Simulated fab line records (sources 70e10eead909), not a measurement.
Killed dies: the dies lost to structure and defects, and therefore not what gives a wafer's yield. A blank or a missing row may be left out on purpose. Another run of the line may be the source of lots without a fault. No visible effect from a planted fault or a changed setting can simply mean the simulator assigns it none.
Matching of chambers | flow nand_harc | NHARC_A_CHANNEL_FILL_D1_ETCHBACK_19 on rie_si-01: 4 sister chambers
The step etches the open film in HBr/Cl2, target depth 5 nm, time 1.7 s. 4 wafers are shown with their chamber, then 7 later ones without.

WAFERS, EACH WITH ITS CHAMBER
wafer  | chamber | drypump_motor_current_A (A)
L082.5 | 1       | 6.8
L084.4 | 2       | 6.1
L089.3 | 3       | 5.7
L089.4 | 0       | 5.6

WAFERS WITHOUT THEIR CHAMBER
wafer  | drypump_motor_current_A (A)
L089.5 | 5.7
L091.1 | 6.1
L091.4 | 6.7
L091.6 | 5.6
L095.1 | 6.8
L095.2 | 5.6
L095.3 | 6.1

WHICH CHAMBER EACH WENT THROUGH
wafer  | from the rows above | in truth
L089.5 | 3                   | 3
L091.1 | 2                   | 2
L091.4 | 1                   | 1
L091.6 | 0                   | 0
L095.1 | 1                   | 1
L095.2 | 0                   | 0
L095.3 | 2                   | 2
Correct placement for 7 of the 7. Can't be placed from these rows: 0. 0 placed wrongly.
How it was worked out, from the rows above alone: a wafer's distance from a chamber is the root of the sum, over the readings, of the square of ((its reading less the chamber's mean) divided by the reading's scatter). If the next closest chamber is less than 2 further off than the closest, the wafer can't be placed; otherwise it belongs to the closest. A chamber's mean is the mean of its shown wafers. The scatter: with one shown wafer a chamber, the root of the mean of the squares of how far each hidden wafer lies from its nearest shown one.
